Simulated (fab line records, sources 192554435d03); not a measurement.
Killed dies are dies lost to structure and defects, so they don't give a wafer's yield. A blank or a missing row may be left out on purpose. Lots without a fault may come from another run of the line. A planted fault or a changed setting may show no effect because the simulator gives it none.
Chamber matching | flow n5_finfet | N5_BEOL_M1_ETCH_74 on rie_diel-04: 3 sister chambers
The step etches underlayer in N2/H2, target depth 6.5 nm, time 5.2 s. 3 wafers are shown with their chamber, then 7 later ones without.

WAFERS WITH THEIR CHAMBER
wafer  | chamber | drypump_motor_current_A (A)
L084.6 | 0       | 6.3
L088.5 | 1       | 5.8
L092.3 | 3       | 5.4

WAFERS WITHOUT THEIR CHAMBER
wafer  | drypump_motor_current_A (A)
L092.4 | 5.5
L092.6 | 5.8
L093.1 | 5.8
L093.4 | 5.7
L096.2 | 5.4
L096.3 | 6.3
L096.4 | 5.4

WHICH CHAMBER EACH WENT THROUGH
wafer  | from the rows above | in truth
L092.4 | 3                   | 3
L092.6 | 1                   | 1
L093.1 | 1                   | 1
L093.4 | 1                   | 1
L096.2 | 3                   | 3
L096.3 | 0                   | 0
L096.4 | 3                   | 3
Placed correctly: 7 of 7. Can't be placed from these rows: 0. Placed wrongly: 0.
How it was worked out, from the rows above alone: a wafer's distance from a chamber is the root of the sum, over the readings, of the square of ((its reading less the chamber's mean) divided by the reading's scatter). The wafer belongs to the nearest chamber; if the next one is less than 2 further off, it can't be placed. A chamber's mean is the mean of its shown wafers. The scatter: with one shown wafer a chamber, the root of the mean of the squares of how far each hidden wafer lies from its nearest shown one.
